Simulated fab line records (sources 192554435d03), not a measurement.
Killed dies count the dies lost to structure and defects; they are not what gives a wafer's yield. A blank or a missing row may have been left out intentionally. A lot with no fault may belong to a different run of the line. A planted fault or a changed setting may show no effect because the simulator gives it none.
The same fault as seen by 3 desks ; flow n5_finfet ; only its own numbers are on each desk; what lay behind them is given at the end

## TOOL OWNER'S DESK, rie_diel-04
The tool's own readings at N5_BEOL_M5_VIA_ETCH_34 (etches SiCOH lowk in C4F6/O2, target depth 88.3 nm, time 39.2 s): means of the sampled wafers that have a number, for each lot that ran on this tool. The brackets show how far a lot's mean lies from the usual mean; more than 4 standard deviations puts the lot out of limits, marked OUT.
Columns: A = bias_w at N5_BEOL_M5_VIA_ETCH_34, usual 185.0 W; B = drypump_motor_current_A at N5_BEOL_M5_VIA_ETCH_34, usual 5.7 A; C = oes_product_au at N5_BEOL_M5_VIA_ETCH_34, usual 0.77 a.u.; D = rf_vpp_V at N5_BEOL_M5_VIA_ETCH_34, usual 667 V; E = showerhead_plenum_p_Torr at N5_BEOL_M5_VIA_ETCH_34, usual 2.84 Torr; F = throttle_valve_pct at N5_BEOL_M5_VIA_ETCH_34, usual 20.94 %
lot;first seen here;A;B;C;D;E;F
L828;day 9 06:43;185.0;5.8;0.72;675;2.88;21.02
L835;day 10 15:49;163.0 (-40) OUT;5.8;0.82;596 (-8.3) OUT;2.80;21.03
L839;day 11 23:15;163.2 (-40) OUT;5.3;0.75;596 (-8.3) OUT;2.82;21.14
L840;day 12 00:10;163.4 (-39) OUT;6.2;0.84;598 (-8.2) OUT;2.76;20.98
This desk finds L835, L839, L840 out of limits, L835 being first, at day 10 15:49 (bias_w at N5_BEOL_M5_VIA_ETCH_34). In limits: L828.

## THE METROLOGY DESK
What the gauges read, lot by lot, whatever tool the lot ran on: means of the sampled wafers that have a number. The brackets show how far a lot's mean lies from the usual mean; more than 4 standard deviations puts the lot out of limits, marked OUT.
Columns: A = cd_nm at N5_BEOL_M5_CD_MEAS_28, usual 30.64 nm; B = V4_OVL at N5_BEOL_M5_OVL_MEAS_29, usual -0.5 nm
lot;first seen here;A;B
L827;day 9 00:44;30.68;-0.3
L828;day 9 06:25;30.74;-1.2
L835;day 10 15:21;30.53;-0.7
L839;day 11 22:55;30.84;-0.6
L840;day 11 23:50;30.70;-1.0
L841;day 12 22:52;30.68;-1.2
L846;day 14 08:05;30.45;-0.4
Result from this desk: across the 7 lots, nothing is out of limits.

## THE DEFECT DESK
Lot by lot, what the route's inspections counted, given as the mean of those sampled wafers with a number. The brackets show how far a lot's mean lies from the usual mean; more than 4 standard deviations puts the lot out of limits, marked OUT.
Columns: A = raw_defect_count at N5_BEOL_M5_INSPECT_30, usual 390
lot;first seen here;A
L827;day 9 00:50;327
L828;day 9 06:30;471
L835;day 10 15:26;307
L839;day 11 23:00;397
L840;day 11 23:56;462
L841;day 12 22:58;286
L846;day 14 08:10;466
Result from this desk: across the 7 lots, nothing is out of limits.

## ALL TOGETHER
The tool owner's desk could have raised an alarm at day 10 15:49, on L835, L839, L840.
From the metrology desk's view, nothing was out of limits.
No out-of-limits result turned up at the defect desk.
The metrology desk has L835, L839, L840 on record, within its limits.
The defect desk has L835, L839, L840 on record, within its limits.
Of the lots named, all ran N5_BEOL_M5_VIA_ETCH_34 on rie_diel-04.

## WHAT THE SIMULATOR HAD INSERTED
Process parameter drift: rie_diel-04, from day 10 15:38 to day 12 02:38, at N5_BEOL_M5_VIA_ETCH_34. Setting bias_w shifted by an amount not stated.
Lots struck among those shown: L835, L839, L840.
Hours from the fault's start to each desk's first reading out of limits: the tool owner's desk, 0.
